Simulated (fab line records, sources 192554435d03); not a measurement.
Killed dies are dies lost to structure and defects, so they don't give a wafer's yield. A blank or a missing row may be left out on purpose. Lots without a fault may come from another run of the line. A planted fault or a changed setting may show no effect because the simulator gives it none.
Chamber matching | flow n5_finfet | N5_BEOL_M8_DEP_56 on pecvd-04: 3 sister chambers
The step deposits SiCN from 3MS/NH3, target thk 10 nm, time 17.5 s. 3 wafers are shown with their chamber, then 10 later ones without.

WAFERS WITH THEIR CHAMBER
wafer  | chamber | showerhead_plenum_p_Torr (Torr)
L081.5 | 0       | 3.631
L087.4 | 1       | 3.647
L088.3 | 2       | 3.668

WAFERS WITHOUT THEIR CHAMBER
wafer  | showerhead_plenum_p_Torr (Torr)
L088.5 | 3.642
L089.2 | 3.650
L089.4 | 3.664
L089.5 | 3.626
L091.2 | 3.637
L091.4 | 3.632
L091.5 | 3.674
L095.3 | 3.632
L095.4 | 3.658
L095.5 | 3.627

WHICH CHAMBER EACH WENT THROUGH
wafer  | from the rows above     | in truth
L088.5 | can't be placed: 1 or 0 | 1
L089.2 | 1                       | 1
L089.4 | 2                       | 2
L089.5 | 0                       | 0
L091.2 | can't be placed: 0 or 1 | 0
L091.4 | 0                       | 0
L091.5 | 2                       | 2
L095.3 | 0                       | 0
L095.4 | can't be placed: 2 or 1 | 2
L095.5 | 0                       | 0
Placed correctly: 7 of 10. Can't be placed from these rows: 3 (the true chamber is among the candidates in 3). Placed wrongly: 0.
How it was worked out, from the rows above alone: a wafer's distance from a chamber is the root of the sum, over the readings, of the square of ((its reading less the chamber's mean) divided by the reading's scatter). The wafer belongs to the nearest chamber; if the next one is less than 2 further off, it can't be placed. A chamber's mean is the mean of its shown wafers. The scatter: with one shown wafer a chamber, the root of the mean of the squares of how far each hidden wafer lies from its nearest shown one.
